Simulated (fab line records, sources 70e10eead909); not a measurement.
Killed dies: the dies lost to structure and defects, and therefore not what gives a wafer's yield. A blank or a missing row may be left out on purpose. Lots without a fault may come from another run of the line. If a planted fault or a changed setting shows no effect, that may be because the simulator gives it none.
fab line records	flow nandHarc
record: lots: 12	wafers: 36	lastDay: 34
route steps=1302 shown A_CONTACT@1005 END@1302
lots that met no fault: from a run of the same line without faults
startH: hours from the record's opening day to when the first of the lot's shown wafers began	waitH: time in hours since the lot's previous step	" as in the row above	L1.1+2: a single row standing in for several wafers	- no value present, or no start provided	* or withheld: withheld	< > ~ a bound
route shown NAME@n: NAME is a module with steps in the file, n the number in the route of the first one	usual: mean/standard deviation of fault-free wafers	same: alike in all rows	chamber/n: place in a boat	sites: the reading at each site	_std_site: standard deviation across them	_edge_site: mean of outer sites minus mean of inner sites	radiusMm: for every site, how far away it sits from the centre of the wafer	mask NAME#n: copy n	behind: the tool/chamber that last shaped the wafer	hold: the reason the lot was held/the length of the hold in hours/how it ended	device: whichever transistor did not switch (one of n, p or np)	end of line: the same wafers' tests at the end of the route	for a step that has no rows: nothing shown but its recipe	killed: at the first sort, the dies lost to defects and structure; wafer yield is something else	map: per-die view of a wafer (x killed, . not killed, _ where there is no die)
set.NAME: the setting as run; set.NAME@STEP: as run at that earlier step	model.NAME: the simulator's own value behind a step, which no gauge read
route steps across a sampled set of lots; one table per step, one row per wafer
services: from which hour (startH, from the record's first day; less than 0 if before it) a tool's chamber was out of use, for how many hours, and why
== steps ==
step: NHARC_A_CONTACT_ETCH_111
recipe: sourceW: withheld	pressureMtorr: 20	biasV: withheld	timeS: 140	targetDepthA: 7000	arFlowSccm: withheld	c4f8FlowSccm: withheld	o2FlowSccm: withheld	chemistry: C4F8/O2/Ar
usual: oesAirLineAu: 1.002/0.02
lot.wafer	tool	chamber	startH	waitH	oesAirLineAu	rfHoursCounterH
L154.3	harCapEtch-03	1	504.29	-	0.961	-
L154.4	"	0	"	"	0.978	-
L154.6	"	0	"	"	1.012	-
L157.1	harCapEtch-02	1	519.23	-	1.020	89
L157.3	"	1	"	"	0.995	-
L157.5	"	1	"	"	1.011	-
L158.2	harCapEtch-02	0	533.78	-	1.004	92
L158.3	"	0	"	"	0.988	-
L158.4	"	1	"	"	1.009	-
L160.3	harCapEtch-02	1	558.54	-	0.970	-
L160.4	"	0	"	"	1.017	-
L160.5	"	0	"	"	1.003	-
L163.1	harCapEtch-01	0	593.68	-	0.976	11
L163.2	"	1	"	"	0.986	11
L163.6	"	1	"	"	0.999	-
L166.2	harCapEtch-03	0	616.80	-	1.006	58
L166.4	"	1	"	"	0.967	-
L166.6	"	1	"	"	1.008	-
L169.2	harCapEtch-03	0	639.55	-	1.003	62
L169.3	"	0	"	"	0.989	-
L169.4	"	1	"	"	1.034	-
L173.1	harCapEtch-02	1	712.97	-	0.999	122
L173.4	"	0	"	"	1.016	-
L173.6	"	0	"	"	1.027	-
L174.1	harCapEtch-01	0	713.09	-	0.999	31
L174.2	"	1	"	"	1.013	31
L174.4	"	0	"	"	0.978	-
L175.1	harCapEtch-03	1	714.59	-	1.018	74
L175.3	"	1	"	"	1.026	-
L175.5	"	1	"	"	1.031	-
L176.2	harCapEtch-02	1	729.05	-	0.981	126
L176.6	"	0	"	"	1.006	-
L176.5	"	1	"	"	0.981	-
L177.1	harCapEtch-01	0	729.91	-	0.963	35
L177.4	"	0	"	"	0.947	-
L177.5	"	1	"	"	0.991	-
step: NHARC_A_CONTACT_ETCH_120
recipe: sourceW: withheld	pressureMtorr: 20	biasV: 3000	timeS: 190	targetDepthA: 18500	arFlowSccm: withheld	c4f8FlowSccm: withheld	o2FlowSccm: withheld	chemistry: C4F8/O2/Ar
usual: oesAirLineAu: 1.000/0.02
lot.wafer	tool	chamber	startH	waitH	oesAirLineAu	rfHoursCounterH
L154.3	harCapEtch-03	1	505.85	0.1	0.960	-
L154.4	"	0	"	"	1.002	-
L154.6	"	0	"	"	1.011	-
L157.1	harCapEtch-02	1	520.80	0.1	1.002	90
L157.3	"	1	"	"	1.024	-
L157.5	"	1	"	"	1.023	-
L158.2	harCapEtch-02	0	535.34	0.1	1.010	94
L158.3	"	0	"	"	1.010	-
L158.4	"	1	"	"	1.015	-
L160.3	harCapEtch-02	1	560.09	0.1	0.985	-
L160.4	"	0	"	"	0.991	-
L160.5	"	0	"	"	0.990	-
L163.1	harCapEtch-01	0	595.25	0.1	0.968	12
L163.2	"	1	"	"	0.980	12
L163.6	"	1	"	"	0.986	-
L166.2	harCapEtch-03	0	618.37	0.1	0.993	60
L166.4	"	1	"	"	1.008	-
L166.6	"	1	"	"	1.012	-
L169.2	harCapEtch-03	0	641.29	0.2	0.997	64
L169.3	"	0	"	"	0.996	-
L169.4	"	1	"	"	1.028	-
L173.1	harCapEtch-02	1	714.53	0.1	1.019	123
L173.4	"	0	"	"	1.017	-
L173.6	"	0	"	"	0.988	-
L174.1	harCapEtch-01	0	714.65	0.1	0.996	32
L174.2	"	1	"	"	0.999	32
L174.4	"	0	"	"	1.002	-
L175.1	harCapEtch-03	1	716.15	0.1	1.016	75
L175.3	"	1	"	"	1.006	-
L175.5	"	1	"	"	0.965	-
L176.2	harCapEtch-02	1	730.61	0.1	0.999	127
L176.6	"	0	"	"	0.993	-
L176.5	"	1	"	"	0.956	-
L177.1	harCapEtch-01	0	731.49	0.1	1.024	36
L177.4	"	0	"	"	0.988	-
L177.5	"	1	"	"	0.966	-
step: NHARC_A_CONTACT_ETCH_122
recipe: sourceW: withheld	pressureMtorr: 20	biasV: 3000	timeS: 190	targetDepthA: 18500	arFlowSccm: withheld	c4f8FlowSccm: withheld	o2FlowSccm: withheld	chemistry: C4F8/O2/Ar
usual: oesAirLineAu: 1.001/0.02
lot.wafer	tool	chamber	startH	waitH	oesAirLineAu	rfHoursCounterH
L154.3	harCapEtch-03	1	506.19	0.1	1.008	-
L154.4	"	0	"	"	1.022	-
L154.6	"	0	"	"	1.036	-
L157.1	harCapEtch-02	1	521.14	0.1	1.036	91
L157.3	"	1	"	"	1.026	-
L157.5	"	1	"	"	1.027	-
L158.2	harCapEtch-02	0	535.68	0.1	0.990	94
L158.3	"	0	"	"	1.011	-
L158.4	"	1	"	"	1.007	-
L160.3	harCapEtch-02	1	560.44	0.1	0.998	-
L160.4	"	0	"	"	0.993	-
L160.5	"	0	"	"	0.974	-
L163.1	harCapEtch-01	0	595.59	0.1	1.008	12
L163.2	"	1	"	"	1.024	12
L163.6	"	1	"	"	1.045	-
L166.2	harCapEtch-03	0	618.71	0.1	0.996	60
L166.4	"	1	"	"	1.001	-
L166.6	"	1	"	"	1.004	-
L169.2	harCapEtch-03	0	641.74	0.2	0.986	64
L169.3	"	0	"	"	1.021	-
L169.4	"	1	"	"	1.007	-
L173.1	harCapEtch-02	1	714.88	0.1	0.987	123
L173.4	"	0	"	"	0.987	-
L173.6	"	0	"	"	0.998	-
L174.1	harCapEtch-01	0	714.99	0.1	0.993	33
L174.2	"	1	"	"	1.007	33
L174.4	"	0	"	"	0.946	-
L175.1	harCapEtch-03	1	716.49	0.1	1.015	76
L175.3	"	1	"	"	0.997	-
L175.5	"	1	"	"	0.998	-
L176.2	harCapEtch-02	1	730.95	0.1	1.007	128
L176.6	"	0	"	"	0.986	-
L176.5	"	1	"	"	0.989	-
L177.1	harCapEtch-01	0	731.83	0.1	0.992	37
L177.4	"	0	"	"	0.987	-
L177.5	"	1	"	"	1.029	-
step: NHARC_A_CONTACT_ETCH_96
recipe: targetDepthA: 200	overEtchFrac: 0.5	timeS: 10	ionEnergyEv: 250	c4f6FlowSccm: 25	o2FlowSccm: 20	arFlowSccm: 500	rfW: 600	biasW: 500	chemistry: C4F6/O2
usual: drypumpMotorCurrentA: 6.0/0.39	oesProductAu: 0.972/0.026	rfVppV: 546/3.5	showerheadPlenumPTorr: 3.90/0.16	throttleValvePct: 26.903/0.0092
lot.wafer	tool	chamber	startH	waitH	drypumpMotorCurrentA	oesProductAu	rfHoursCounterH	rfVppV	showerheadPlenumPTorr	throttleValvePct
L154.3	rieDiel-07	0	507.43	-	6.1	0.956	7	549	3.97	26.895
L154.4	"	1	"	"	6.1	0.955	7	552	4.15	26.913
L154.6	"	2	"	"	6.5	0.973	-	547	3.93	26.896
L157.3	rieDiel-04	3	522.43	-	6.0	0.962	56	544	3.81	26.898
L157.1	"	2	"	"	6.3	0.967	53	544	3.78	26.891
L157.5	"	3	"	"	6.0	0.958	-	545	3.81	26.894
L158.4	rieDiel-09	3	536.97	-	5.9	0.947	6	550	4.12	26.891
L158.3	"	0	"	"	5.6	0.938	5	542	3.75	26.901
L158.2	"	2	"	"	5.9	0.941	8	542	3.71	26.915
L160.4	rieDiel-09	1	561.67	-	6.5	0.950	11	543	3.82	26.918
L160.3	"	2	"	"	5.9	0.928	12	542	3.71	26.890
L160.5	"	2	"	"	5.9	0.938	-	542	3.71	26.900
L163.2	rieDiel-09	1	596.87	-	6.5	0.949	16	546	3.82	26.901
L163.1	"	2	"	"	5.9	0.942	16	542	3.71	26.900
L163.6	"	3	"	"	5.9	0.951	-	551	4.12	26.912
L166.2	rieDiel-07	2	620.01	-	6.5	0.949	44	547	3.91	26.901
L166.4	"	3	"	"	5.1	0.943	40	543	3.77	26.924
L166.6	"	0	"	"	6.0	0.930	-	546	3.95	26.920
L169.3	rieDiel-09	0	643.26	-	5.6	0.977	20	542	3.75	26.916
L169.2	"	1	"	"	6.4	0.781	22	545	3.82	26.898
L169.4	"	2	"	"	5.8	1.005	24	543	3.70	26.901
L173.4	rieDiel-09	0	716.13	-	5.6	0.998	6	543	3.74	26.915
L173.1	"	1	"	"	6.4	1.005	5	545	3.81	26.918
L173.6	"	3	"	"	5.9	1.002	-	550	4.11	26.903
L174.1	rieDiel-09	1	716.28	-	6.4	0.947	5	545	3.81	26.898
L174.4	"	2	"	"	5.8	0.938	4	543	3.70	26.895
L174.2	"	3	"	"	5.9	0.948	5	552	4.11	26.895
L175.1	rieDiel-09	3	717.77	-	5.9	0.997	5	551	4.11	26.913
L175.3	"	1	"	"	6.4	1.007	5	544	3.81	26.907
L175.5	"	3	"	"	5.9	0.995	-	550	4.11	26.897
L176.2	rieDiel-07	1	732.27	-	6.1	0.952	30	550	4.10	26.880
L176.5	"	1	"	"	6.1	0.958	-	550	4.10	26.901
L176.6	"	2	"	"	6.5	0.962	-	547	3.89	26.918
L177.1	rieDiel-07	0	733.09	-	6.0	1.006	28	547	3.93	26.895
L177.4	"	2	"	"	6.5	0.999	16	547	3.89	26.891
L177.5	"	0	"	"	6.0	0.999	-	546	3.93	26.904
step: NHARC_END_SORT_01
recipe: tempC: 25
usual: killedAtArray: 53/21	killedAtOther: 1.0/1.3	killedAtPeriphery: 3.8/2.4	killedDies: 58/21	killedOpen: 3.4/1.9	killedShort: 2.4/1.5
same: grossDies: 677
lot.wafer	tool	chamber	startH	waitH	hold	killedAtArray	killedAtOther	killedAtPeriphery	killedDies	killedOpen	killedShort
L154.3	prober-02	0	584.43	3.1	-	70	2	3	75	7	1
L154.4	prober-02	0	585.23	3.4	-	77	4	3	84	4	2
L154.6	prober-02	0	586.83	4.0	-	58	2	0	60	5	2
L157.1	prober-01	0	590.64	2.6	-	79	1	4	84	1	2
L157.3	prober-01	0	592.26	3.2	-	81	0	5	86	4	3
L157.5	prober-01	0	593.89	3.8	-	78	0	5	83	3	4
L158.2	prober-02	0	603.27	2.8	-	70	1	1	72	4	5
L158.3	prober-02	0	604.07	3.1	-	70	1	4	75	9	1
L158.4	prober-02	0	604.87	3.4	-	72	1	4	77	10	2
L160.3	prober-02	0	628.34	3.1	-	54	0	4	58	3	0
L160.4	prober-02	0	629.14	3.4	-	76	0	2	78	6	3
L160.5	prober-02	0	629.93	3.7	-	57	0	3	60	6	2
L163.1	prober-01	0	671.51	2.5	-	51	4	3	58	4	1
L163.2	prober-01	0	672.30	2.8	-	49	1	5	55	5	2
L163.6	prober-01	0	675.46	4.0	-	51	2	3	56	5	7
L166.2	prober-02	0	692.30	2.8	-	56	0	9	65	1	2
L166.4	prober-02	0	693.89	3.4	-	65	0	5	70	1	4
L166.6	prober-02	0	695.47	4.0	-	51	2	5	58	4	0
L169.2	prober-01	0	720.07	2.8	awaitDispo/4.8h/release	665	0	3	668	1	2
L169.3	prober-01	0	720.88	3.1	awaitDispo/4.8h/release	24	0	4	28	3	3
L169.4	prober-01	0	721.69	3.4	awaitDispo/4.8h/release	25	1	3	29	4	3
L174.1	prober-01	0	783.69	2.5	-	52	1	16	69	4	2
L174.2	prober-01	0	784.48	2.8	-	73	2	11	86	3	5
L174.4	prober-01	0	786.06	3.4	-	62	3	6	71	3	2
L173.1	prober-02	0	783.72	2.5	-	42	0	1	43	3	0
L173.4	prober-02	0	786.12	3.4	-	44	2	1	47	6	2
L173.6	prober-02	0	787.72	4.0	-	42	4	3	49	3	3
L175.1	prober-01	0	791.48	2.5	-	11	3	3	17	3	2
L175.3	prober-01	0	793.11	3.1	-	23	2	6	31	3	1
L175.5	prober-01	0	794.74	3.8	-	13	0	2	15	5	3
L177.1	prober-01	0	805.04	2.6	-	54	0	4	58	6	3
L177.4	prober-01	0	807.46	3.4	-	64	0	7	71	7	2
L177.5	prober-01	0	808.27	3.7	-	59	1	2	62	2	2
L176.2	prober-02	0	805.76	2.8	-	29	0	2	31	2	1
L176.5	prober-02	0	808.12	3.7	-	33	1	3	37	4	3
L176.6	prober-02	0	808.91	3.9	-	28	2	4	34	3	2
killed by level:class
L154.3 A_CHANNEL_HOLE_D2:chamberFilmFlake=36 A_SLIT:chamberFilmFlake=17 A_CONTACT:chamberFilmFlake=5 A_CHANNEL_HOLE_D1:chamberFilmFlake=3 P_CONTACT:geometricParticle:open=2 A_WL_FILL:geometricParticle:open=2 A_CHANNEL_FILL_D2:geometricParticle:open=1 A_WL_FILL:geometricParticle:short=1
L154.4 A_CHANNEL_HOLE_D2:chamberFilmFlake=36 A_SLIT:chamberFilmFlake=18 A_CONTACT:chamberFilmFlake=7 A_ZERO_WELL:chamberFilmFlake=4 THIN_TSV:chamberFilmFlake=3 A_DECK1_JOINT:chamberFilmFlake=2 A_ONON_D2:geometricParticle:open=1 A_CHANNEL_HOLE_D2:geometricParticle:open=1
L154.6 A_CHANNEL_HOLE_D2:chamberFilmFlake=29 A_SLIT:chamberFilmFlake=13 A_CONTACT:chamberFilmFlake=6 A_ONON_D1:geometricParticle:short=2 A_CHANNEL_FILL_D2:geometricParticle:open=2 A_STAIRCASE:chamberFilmFlake=2 THIN_TSV:chamberFilmFlake=2 A_ONON_D1:geometricParticle:open=1
L157.1 A_CHANNEL_HOLE_D1:chamberFilmFlake=31 A_SLIT:chamberFilmFlake=21 A_CHANNEL_HOLE_D2:chamberFilmFlake=14 A_DECK1_JOINT:chamberFilmFlake=3 A_STAIRCASE:chamberFilmFlake=3 A_CONTACT:chamberFilmFlake=3 P_CONTACT:chamberFilmFlake=2 A_ONON_D2:geometricParticle:short=1
L157.3 A_CHANNEL_HOLE_D2:chamberFilmFlake=35 A_SLIT:chamberFilmFlake=18 A_CHANNEL_HOLE_D1:chamberFilmFlake=16 A_CONTACT:chamberFilmFlake=5 P_CONTACT:geometricParticle:open=1 P_M0:geometricParticle:open=1 A_CHANNEL_HOLE_D1:geometricParticle:short=1 A_WL_FILL:geometricParticle:open=1
L157.5 A_CHANNEL_HOLE_D1:chamberFilmFlake=37 A_SLIT:chamberFilmFlake=18 A_CHANNEL_HOLE_D2:chamberFilmFlake=15 A_WL_FILL:geometricParticle:short=2 A_WL_FILL:geometricParticle:open=2 P_CONTACT:chamberFilmFlake=2 P_M1:geometricParticle:short=1 A_CHANNEL_FILL_D1:geometricParticle:short=1
L158.2 A_CHANNEL_HOLE_D2:chamberFilmFlake=32 A_SLIT:chamberFilmFlake=20 A_CONTACT:chamberFilmFlake=7 A_ONON_D1:geometricParticle:short=3 A_CHANNEL_HOLE_D1:chamberFilmFlake=2 A_ONON_D1:geometricParticle:open=1 A_ONON_D2:geometricParticle:open=1 A_CHANNEL_HOLE_D2:geometricParticle:short=1
L158.3 A_CHANNEL_HOLE_D2:chamberFilmFlake=32 A_SLIT:chamberFilmFlake=16 A_CONTACT:chamberFilmFlake=9 A_CHANNEL_HOLE_D1:chamberFilmFlake=4 A_ONON_D1:geometricParticle:open=2 P_GATE:geometricParticle:short=1 P_GATE:geometricParticle:open=1 P_M0:geometricParticle:open=1
L158.4 A_CHANNEL_HOLE_D2:chamberFilmFlake=29 A_SLIT:chamberFilmFlake=18 A_CONTACT:chamberFilmFlake=11 A_CHANNEL_HOLE_D1:chamberFilmFlake=3 A_CHANNEL_FILL_D2:geometricParticle:open=2 A_WL_FILL:geometricParticle:open=2 P_CONTACT:geometricParticle:short=1 P_M1:geometricParticle:open=1
L160.3 A_SLIT:chamberFilmFlake=22 A_CHANNEL_HOLE_D1:chamberFilmFlake=17 A_CHANNEL_HOLE_D2:chamberFilmFlake=7 A_CONTACT:chamberFilmFlake=2 P_M1:geometricParticle:open=1 A_ONON_D1:geometricParticle:open=1 A_CONTACT:geometricParticle:open=1 P_ZERO_WELL:chamberFilmFlake=1
L160.4 A_CHANNEL_HOLE_D1:chamberFilmFlake=35 A_SLIT:chamberFilmFlake=16 A_CHANNEL_HOLE_D2:chamberFilmFlake=12 A_CHANNEL_FILL_D1:chamberFilmFlake=2 A_CONTACT:chamberFilmFlake=2 P_M1:geometricParticle:open=1 A_SOURCE_PLATE:geometricParticle:open=1 A_ONON_D1:geometricParticle:open=1
L160.5 A_SLIT:chamberFilmFlake=21 A_CHANNEL_HOLE_D1:chamberFilmFlake=12 A_CHANNEL_HOLE_D2:chamberFilmFlake=11 A_CHANNEL_FILL_D2:geometricParticle:open=3 P_GATE:geometricParticle:open=1 P_M0:geometricParticle:short=1 A_SOURCE_PLATE:geometricParticle:short=1 A_ONON_D1:geometricParticle:open=1
L163.1 A_SLIT:chamberFilmFlake=20 A_CHANNEL_HOLE_D2:chamberFilmFlake=14 A_M1:chamberFilmFlake=4 A_CHANNEL_HOLE_D1:chamberFilmFlake=4 A_CONTACT:chamberFilmFlake=4 THIN_TSV:chamberFilmFlake=4 P_M0:geometricParticle:open=2 A_M0:geometricParticle:open=2
L163.2 A_SLIT:chamberFilmFlake=18 A_CHANNEL_HOLE_D2:chamberFilmFlake=14 A_CONTACT:chamberFilmFlake=5 A_CHANNEL_HOLE_D1:chamberFilmFlake=3 A_STAIRCASE:chamberFilmFlake=3 A_M1:chamberFilmFlake=2 P_CONTACT:geometricParticle:open=1 P_M0:geometricParticle:open=1
L163.6 A_SLIT:chamberFilmFlake=16 A_CHANNEL_HOLE_D2:chamberFilmFlake=14 A_CONTACT:chamberFilmFlake=4 A_M1:chamberFilmFlake=3 A_WL_FILL:geometricParticle:short=2 A_WL_FILL:geometricParticle:open=2 A_CHANNEL_HOLE_D1:chamberFilmFlake=2 A_STAIRCASE:chamberFilmFlake=2
L166.2 A_SLIT:chamberFilmFlake=21 A_CHANNEL_HOLE_D2:chamberFilmFlake=9 A_STAIRCASE:chamberFilmFlake=9 P_BONDPAD:chamberFilmFlake=5 A_CHANNEL_HOLE_D1:chamberFilmFlake=5 A_CONTACT:chamberFilmFlake=3 P_M1:chamberFilmFlake=2 A_SGD_CUT:chamberFilmFlake=2
L166.4 A_SLIT:chamberFilmFlake=22 A_CHANNEL_HOLE_D2:chamberFilmFlake=11 A_STAIRCASE:chamberFilmFlake=10 A_CHANNEL_HOLE_D1:chamberFilmFlake=5 A_CHANNEL_FILL_D1:chamberFilmFlake=3 A_WL_FILL:chamberFilmFlake=3 A_CONTACT:chamberFilmFlake=3 P_ZERO_WELL:chamberFilmFlake=2
L166.6 A_SLIT:chamberFilmFlake=16 A_STAIRCASE:chamberFilmFlake=10 A_CHANNEL_HOLE_D2:chamberFilmFlake=9 A_CHANNEL_HOLE_D1:chamberFilmFlake=6 P_BONDPAD:chamberFilmFlake=3 A_CONTACT:chamberFilmFlake=3 A_BONDPAD:chamberFilmFlake=3 A_ONON_D2:geometricParticle:open=2
L169.2 A_CONTACT:areaEtch=640 A_CHANNEL_HOLE_D1:chamberFilmFlake=11 A_CONTACT:chamberFilmFlake=4 A_SLIT:chamberFilmFlake=3 A_STAIRCASE:chamberFilmFlake=2 P_M0:geometricParticle:open=1 A_CHANNEL_HOLE_D2:geometricParticle:short=1 A_WL_FILL:geometricParticle:short=1
L169.3 A_CHANNEL_HOLE_D1:chamberFilmFlake=8 A_SLIT:chamberFilmFlake=4 P_BONDPAD:chamberFilmFlake=2 A_STAIRCASE:chamberFilmFlake=2 P_CONTACT:geometricParticle:short=1 P_M1:geometricParticle:open=1 A_SOURCE_PLATE:geometricParticle:short=1 A_SOURCE_PLATE:geometricParticle:open=1
L169.4 A_CHANNEL_HOLE_D1:chamberFilmFlake=10 A_ZERO_WELL:chamberFilmFlake=2 A_CHANNEL_FILL_D1:chamberFilmFlake=2 A_SLIT:chamberFilmFlake=2 A_CONTACT:chamberFilmFlake=2 P_CONTACT:geometricParticle:open=1 P_M1:geometricParticle:open=1 A_SOURCE_PLATE:geometricParticle:short=1
L174.1 A_CHANNEL_HOLE_D2:chamberFilmFlake=19 A_SLIT:chamberFilmFlake=10 P_CONTACT:chamberFilmFlake=7 A_CONTACT:chamberFilmFlake=7 A_CHANNEL_HOLE_D1:chamberFilmFlake=6 P_GATE:chamberFilmFlake=5 P_ZERO_WELL:chamberFilmFlake=2 A_CHANNEL_FILL_D1:chamberFilmFlake=2
L173.1 A_SLIT:chamberFilmFlake=22 A_CHANNEL_HOLE_D1:chamberFilmFlake=6 A_CONTACT:chamberFilmFlake=6 A_CHANNEL_FILL_D1:chamberFilmFlake=3 P_ZERO_WELL:geometricParticle:open=1 A_ONON_D2:geometricParticle:open=1 A_M0:geometricParticle:open=1 A_DECK1_JOINT:chamberFilmFlake=1
L174.2 A_CHANNEL_HOLE_D2:chamberFilmFlake=20 A_STAIRCASE:chamberFilmFlake=14 A_CONTACT:chamberFilmFlake=12 A_SLIT:chamberFilmFlake=9 A_CHANNEL_HOLE_D1:chamberFilmFlake=8 P_CONTACT:chamberFilmFlake=6 A_SOURCE_PLATE:geometricParticle:short=2 A_CHANNEL_FILL_D1:chamberFilmFlake=2
L174.4 A_CHANNEL_HOLE_D2:chamberFilmFlake=19 A_CHANNEL_HOLE_D1:chamberFilmFlake=15 A_CONTACT:chamberFilmFlake=7 A_STAIRCASE:chamberFilmFlake=7 A_SLIT:chamberFilmFlake=4 P_CONTACT:chamberFilmFlake=3 THIN_TSV:chamberFilmFlake=3 A_DECK1_JOINT:chamberFilmFlake=2
L173.4 A_SLIT:chamberFilmFlake=19 A_CHANNEL_HOLE_D1:chamberFilmFlake=9 A_CONTACT:chamberFilmFlake=5 A_M0:chamberFilmFlake=2 P_M1:geometricParticle:open=1 A_CHANNEL_FILL_D1:geometricParticle:short=1 A_ONON_D2:geometricParticle:open=1 A_CHANNEL_HOLE_D2:geometricParticle:open=1
L173.6 A_SLIT:chamberFilmFlake=23 A_CONTACT:chamberFilmFlake=8 THIN_TSV:chamberFilmFlake=4 A_CHANNEL_FILL_D1:geometricParticle:open=3 A_CHANNEL_HOLE_D1:chamberFilmFlake=2 A_STAIRCASE:chamberFilmFlake=2 A_M0:chamberFilmFlake=2 P_M1:geometricParticle:short=1
L175.1 A_SLIT:chamberFilmFlake=3 A_CONTACT:chamberFilmFlake=3 THIN_TSV:chamberFilmFlake=3 P_M0:geometricParticle:open=1 A_ONON_D1:geometricParticle:short=1 A_CHANNEL_FILL_D1:geometricParticle:open=1 A_DECK1_JOINT:geometricParticle:short=1 A_STAIRCASE:geometricParticle:open=1
L175.3 A_CONTACT:chamberFilmFlake=6 A_SLIT:chamberFilmFlake=5 A_CHANNEL_FILL_D1:chamberFilmFlake=3 P_M0:geometricParticle:open=2 A_CHANNEL_HOLE_D2:chamberFilmFlake=2 THIN_TSV:chamberFilmFlake=2 A_CHANNEL_FILL_D2:geometricParticle:short=1 A_M0:geometricParticle:open=1
L175.5 A_M0:geometricParticle:open=2 A_SLIT:chamberFilmFlake=2 A_CONTACT:chamberFilmFlake=2 A_ONON_D1:geometricParticle:short=1 A_CHANNEL_FILL_D2:geometricParticle:short=1 A_SGD_CUT:geometricParticle:open=1 A_WL_FILL:geometricParticle:open=1 A_CONTACT:geometricParticle:open=1
L177.1 A_CHANNEL_HOLE_D2:chamberFilmFlake=19 A_SLIT:chamberFilmFlake=12 A_CONTACT:chamberFilmFlake=8 A_CHANNEL_HOLE_D1:chamberFilmFlake=6 P_M1:chamberFilmFlake=3 P_M0:geometricParticle:open=1 A_ONON_D1:geometricParticle:open=1 A_CHANNEL_FILL_D1:geometricParticle:short=1
L176.2 A_SLIT:chamberFilmFlake=12 A_STAIRCASE:chamberFilmFlake=5 A_CONTACT:chamberFilmFlake=5 A_CHANNEL_FILL_D1:chamberFilmFlake=2 A_WL_FILL:chamberFilmFlake=2 P_M0:geometricParticle:open=1 A_SOURCE_PLATE:geometricParticle:open=1 A_ONON_D1:geometricParticle:short=1
L177.4 A_SLIT:chamberFilmFlake=20 A_CHANNEL_HOLE_D2:chamberFilmFlake=19 A_CHANNEL_HOLE_D1:chamberFilmFlake=8 A_CONTACT:chamberFilmFlake=6 P_M1:chamberFilmFlake=4 A_CHANNEL_FILL_D2:geometricParticle:short=2 A_DECK1_JOINT:chamberFilmFlake=2 P_CONTACT:geometricParticle:open=1
L176.5 A_CONTACT:chamberFilmFlake=11 A_SLIT:chamberFilmFlake=10 A_ONON_D2:geometricParticle:open=2 A_WL_FILL:chamberFilmFlake=2 P_M1:geometricParticle:open=1 A_CHANNEL_FILL_D1:geometricParticle:short=1 A_ONON_D2:geometricParticle:short=1 A_WL_FILL:geometricParticle:open=1
L177.5 A_SLIT:chamberFilmFlake=23 A_CHANNEL_HOLE_D2:chamberFilmFlake=21 A_CHANNEL_HOLE_D1:chamberFilmFlake=6 A_CONTACT:chamberFilmFlake=5 P_M0:geometricParticle:open=1 A_CHANNEL_FILL_D2:geometricParticle:short=1 A_WL_FILL:geometricParticle:short=1 A_M0:geometricParticle:open=1
L176.6 A_SLIT:chamberFilmFlake=11 A_CONTACT:chamberFilmFlake=8 A_CHANNEL_FILL_D1:chamberFilmFlake=3 P_M1:chamberFilmFlake=2 P_M0:geometricParticle:open=1 A_CHANNEL_FILL_D2:geometricParticle:short=1 A_SGD_CUT:geometricParticle:short=1 A_SGD_CUT:geometricParticle:open=1
== services ==
tool	chamber	startH	hours	kind
rieDiel-09	-	497.10	9.0	pm
rieDiel-09	0	497.10	9.0	ventCycle
rieDiel-09	1	497.10	9.0	ventCycle
rieDiel-09	2	497.10	9.0	ventCycle
rieDiel-09	3	497.10	9.0	ventCycle
harCapEtch-01	-	497.24	17.0	pm
harCapEtch-01	0	497.24	17.0	ventCycle
harCapEtch-01	1	497.24	17.0	ventCycle
rieDiel-09	0	506.10	-	clean
rieDiel-07	-	510.32	0.1	repair
harCapEtch-01	0	514.24	-	clean
harCapEtch-01	1	514.24	-	clean
rieDiel-04	-	533.09	9.0	pm
rieDiel-07	0	544.77	7.0	repair
rieDiel-04	-	611.73	0.7	repair
rieDiel-09	1	624.67	4.9	repair
rieDiel-07	0	634.89	8.1	repair
rieDiel-07	-	651.93	9.0	pm
rieDiel-09	-	662.10	3.7	repair
rieDiel-09	-	674.10	9.0	pm
rieDiel-07	3	700.75	5.1	repair
rieDiel-07	2	704.29	22.1	repair
rieDiel-04	1	704.74	2.4	repair
rieDiel-04	-	710.09	9.0	pm
== key ==
firstSign: step: NHARC_A_CONTACT_ETCH_96	reading: oesProductAu	direction: down	sigmas: 7.4	usual: 0.972	struck: 0.781
effect: step: NHARC_END_SORT_01	reading: killedAtArray	direction: up	sigmas: 29	usual: 53	struck: 665
moreKillsBornAt: NHARC_A_CONTACT_ETCH_96@rieDiel-09: 640
metAt NHARC_A_CONTACT_ETCH_96
struckLots L169
struckWafers L169.2
laterRowsLeftOut L169.2
testerLeftOut L169
notActingAt NHARC_A_CONTACT_ETCH_111,NHARC_A_CONTACT_ETCH_120,NHARC_A_CONTACT_ETCH_122
onsetBetween 596.87 643.26
fault: kind: processParameterDrift	tool: rieDiel-09	chamber: 1	onsetH: 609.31	steps: NHARC_A_CONTACT_ETCH_96	channel: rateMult	offset: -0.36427	shape: step	endH: 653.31
testerLeftOut: of these lots the tester's yield and bins aren't shown, on N5 and GAA mostly nor the transistor test; their killed dies are dies lost to structure and defects alone, not to doping, threshold or leakage, so they don't give the yield
laterRowsLeftOut: the simulator's readings of these wafers behind a module that went badly wrong aren't trusted and aren't shown, but for the sort
